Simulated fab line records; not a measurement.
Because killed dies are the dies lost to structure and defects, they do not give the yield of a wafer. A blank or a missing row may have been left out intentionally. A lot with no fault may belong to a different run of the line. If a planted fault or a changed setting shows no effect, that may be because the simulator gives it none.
Matching of chambers + flow n5-finfet + N5_FIN_CUT_STRIP_22 on rie-diel-01: 4 sister chambers
The step strips in N2/H2. 14 wafers are shown with their chamber, then 7 later ones without.

EACH WAFER AND ITS CHAMBER
| wafer  | chamber | drypump-motor-current-A (A) | showerhead-plenum-p-Torr (Torr) | throttle-valve-pct (%) |
|--------|---------|-----------------------------|---------------------------------|------------------------|
| L075.1 | 3       | 6.1                         | 3.46                            | 19.0                   |
| L075.2 | 0       | 5.4                         | 3.32                            | 19.2                   |
| L075.3 | 1       | 5.6                         | 3.21                            | 19.5                   |
| L075.4 | 2       | 5.7                         | 3.43                            | 19.1                   |
| L075.5 | 3       | 6.1                         | 3.45                            | 19.0                   |
| L075.6 | 2       | 5.7                         | 3.43                            | 19.1                   |
| L077.1 | 3       | 6.1                         | 3.45                            | 19.0                   |
| L077.4 | 2       | 5.7                         | 3.43                            | 19.1                   |
| L077.6 | 1       | 5.6                         | 3.21                            | 19.5                   |
| L088.2 | 0       | 5.4                         | 3.31                            | 19.2                   |
| L088.5 | 1       | 5.7                         | 3.20                            | 19.5                   |
| L088.6 | 0       | 5.4                         | 3.31                            | 19.2                   |
| L092.1 | 1       | 5.7                         | 3.19                            | 19.5                   |
| L092.2 | 3       | 6.1                         | 3.44                            | 18.7                   |

SIGNATURES (averages over the wafers above)
| reading                  | chamber 0 | chamber 1 | chamber 2 | chamber 3 | scatter within a chamber |
|--------------------------|-----------|-----------|-----------|-----------|--------------------------|
| drypump-motor-current-A  | 5.400     | 5.650     | 5.700     | 6.100     | 0.0316                   |
| showerhead-plenum-p-Torr | 3.3133    | 3.2025    | 3.4300    | 3.4500    | 0.00736                  |
| throttle-valve-pct       | 19.200    | 19.500    | 19.100    | 18.925    | 0.0822                   |
Rule: for each reading, subtract the chamber's mean from the wafer's reading, divide by that reading's scatter and square the result; add these up over the readings and take the root, which gives the wafer's distance from the chamber. If the next closest chamber is less than 2 further off than the closest, the wafer can't be placed; otherwise it belongs to the closest. The scatter: take each reading less its chamber's mean, square it, sum over the shown wafers, divide by the number of wafers less the number of chambers, and take the root.

WAFERS MISSING THEIR CHAMBER
| wafer  | drypump-motor-current-A (A) | showerhead-plenum-p-Torr (Torr) | throttle-valve-pct (%) |
|--------|-----------------------------|---------------------------------|------------------------|
| L092.3 | 5.7                         | 3.41                            | 19.2                   |
| L092.4 | 5.6                         | 3.19                            | 19.6                   |
| L092.5 | 5.7                         | 3.41                            | 19.2                   |
| L092.6 | 6.1                         | 3.44                            | 18.6                   |
| L094.1 | 5.4                         | 3.31                            | 18.8                   |
| L094.5 | 5.4                         | 3.31                            | 18.8                   |
| L094.6 | 6.1                         | 3.44                            | 18.7                   |

WHICH CHAMBER EACH WENT THROUGH
| wafer  | from the rows above | in truth |
|--------|---------------------|----------|
| L092.3 | 2                   | 2        |
| L092.4 | 1                   | 1        |
| L092.5 | 2                   | 2        |
| L092.6 | 3                   | 3        |
| L094.1 | 0                   | 0        |
| L094.5 | 0                   | 0        |
| L094.6 | 3                   | 3        |
Placed correctly: 7 of 7. Not placeable from these rows: 0. Placed wrongly: 0.
